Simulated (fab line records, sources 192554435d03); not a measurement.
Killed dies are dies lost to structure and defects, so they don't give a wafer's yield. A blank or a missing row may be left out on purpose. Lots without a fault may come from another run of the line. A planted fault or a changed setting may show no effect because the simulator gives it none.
Which tool did it? | flow n5_finfet | 12 lots, 36 wafers sampled, at 1 step of a route of 1938

WHAT THE GAUGES READ, wafer by wafer
N5_BEOL_M11_INSPECT_30: inspects for defects (brightfield).
lot  | measured     | on                | raw_defect_count
L075 | day 11 00:54 | defect_inspect-01 | 368 376 422
L077 | day 11 17:17 | defect_inspect-02 | 365 586 537
L080 | day 12 10:59 | defect_inspect-02 | 408 593 398
L081 | day 12 14:26 | defect_inspect-02 | 262 460 357
L082 | day 13 07:10 | defect_inspect-01 | 394 407 463
L084 | day 13 17:06 | defect_inspect-01 | 590 666 540
L089 | day 14 20:29 | defect_inspect-02 | 545 567 412
L087 | day 15 01:14 | defect_inspect-02 | 340 438 332
L091 | day 15 13:39 | defect_inspect-02 | 386 301 288
L092 | day 16 00:45 | defect_inspect-01 | 323 456 383
L095 | day 17 01:52 | defect_inspect-01 | 460 436 532
L096 | day 17 07:55 | defect_inspect-02 | 600 400 766

WHICH TOOL RAN EACH LOT (tool, then ch and the chambers of the sampled wafers, then the start)
The record holds no process step before these readings.

THE ANSWER, worked out from the rows above alone
Rule: what is usual is taken from the lots themselves. Put in order of their means at a reading, lots are off if they are a third of the lots or fewer, leave a main group of 4 or more, and stand apart from it by a gap of 3 or more times the standard deviation of the main group's means; of several such gaps the widest counts. A main group whose means are all the same, to the digits that the tables above print for the reading, isn't used. A lot without any number at a reading at which 4 lots or more have one is off too. The other lots that the step has rows for count as sound.
No lot is off at any reading shown: from this, nothing can be told.

WHAT THE SIMULATOR HAD PUT IN
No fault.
